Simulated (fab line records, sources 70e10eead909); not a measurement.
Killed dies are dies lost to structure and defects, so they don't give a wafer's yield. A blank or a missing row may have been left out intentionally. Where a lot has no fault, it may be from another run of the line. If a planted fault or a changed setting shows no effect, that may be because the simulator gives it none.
Matching of chambers + flow nandHarc + cmp-02 running NHARC_A_STAIRCASE_CMP_472: 4 sister chambers
The step polishes SiO2. 24 wafers are shown with their chamber, then 12 later ones without.

== EACH WAFER AND ITS CHAMBER ==
| wafer  | chamber | motorCurrentA (A) | slurryFlowMlMin |
|--------|---------|-------------------|-----------------|
| L078.4 | 3       | 10.4              | 149.3           |
| L078.5 | 1       | 11.7              | 150.5           |
| L078.6 | 2       | 12.4              | 150.4           |
| L081.2 | 3       | 10.6              | 150.1           |
| L081.4 | 2       | 12.4              | 150.0           |
| L081.5 | 1       | 12.1              | 150.5           |
| L082.2 | 1       | 11.8              | 150.4           |
| L082.4 | 3       | 10.4              | 150.1           |
| L082.6 | 3       | 10.4              | 150.0           |
| L083.2 | 2       | 12.3              | 150.1           |
| L083.3 | 0       | 13.0              | 150.5           |
| L083.5 | 2       | 12.3              | 150.5           |
| L085.1 | 3       | 10.5              | 150.7           |
| L085.3 | 1       | 11.6              | 150.1           |
| L085.6 | 1       | 12.7              | 150.5           |
| L088.3 | 3       | 10.2              | 150.3           |
| L088.5 | 3       | 10.6              | 150.6           |
| L088.6 | 0       | 12.9              | 150.0           |
| L091.2 | 2       | 12.7              | 150.6           |
| L091.3 | 0       | 13.3              | 150.2           |
| L091.6 | 0       | 12.9              | 150.2           |
| L092.1 | 2       | 12.7              | 150.3           |
| L092.3 | 0       | 12.2              | 150.4           |
| L092.5 | 2       | 12.6              | 150.0           |

SIGNATURES (averages over the wafers above)
| reading         | chamber 0 | chamber 1 | chamber 2 | chamber 3 | scatter within a chamber |
|-----------------|-----------|-----------|-----------|-----------|--------------------------|
| motorCurrentA   | 12.860    | 11.980    | 12.486    | 10.443    | 0.295                    |
| slurryFlowMlMin | 150.260   | 150.400   | 150.271   | 150.157   | 0.308                    |
Rule: a wafer lies at a distance from a chamber equal to the root of the sum of squares, over the readings, of (its reading less the chamber's mean, divided by the reading's scatter). The wafer belongs to the nearest chamber; if the next one is less than 2 further off, it can't be placed. The scatter: the root of (the sum of the squares of (reading less its chamber's mean) over the shown wafers, divided by (wafers less chambers)).

== WAFERS WITH NO CHAMBER GIVEN ==
| wafer  | motorCurrentA (A) | slurryFlowMlMin |
|--------|-------------------|-----------------|
| L093.3 | 12.3              | 150.6           |
| L093.5 | 12.2              | 150.1           |
| L093.6 | 12.5              | 149.7           |
| L094.1 | 10.3              | 149.3           |
| L094.4 | 11.2              | 149.8           |
| L094.5 | 12.0              | 150.2           |
| L095.1 | 12.0              | 151.1           |
| L095.4 | 12.7              | 150.2           |
| L095.5 | 11.9              | 150.0           |
| L097.1 | 9.9               | 150.0           |
| L097.3 | 13.2              | 150.6           |
| L097.4 | 12.7              | 150.4           |

== WHICH CHAMBER EACH WENT THROUGH ==
| wafer  | from the rows above          | in truth |
|--------|------------------------------|----------|
| L093.3 | can't be placed: 2 or 1 or 0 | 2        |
| L093.5 | can't be placed: 2 or 1 or 0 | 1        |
| L093.6 | can't be placed: 2 or 0 or 1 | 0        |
| L094.1 | 3                            | 3        |
| L094.4 | can't be placed: 3 or 1 or 2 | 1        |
| L094.5 | can't be placed: 1 or 2      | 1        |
| L095.1 | can't be placed: 1 or 2 or 0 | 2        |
| L095.4 | can't be placed: 0 or 2 or 1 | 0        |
| L095.5 | can't be placed: 1 or 2      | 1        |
| L097.1 | 3                            | 3        |
| L097.3 | can't be placed: 0 or 2      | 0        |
| L097.4 | can't be placed: 0 or 2 or 1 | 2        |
Placed correctly: 2 of 12. Not placeable from these rows: 10 (in 10, the candidates include the true chamber). Placed wrongly: 0.
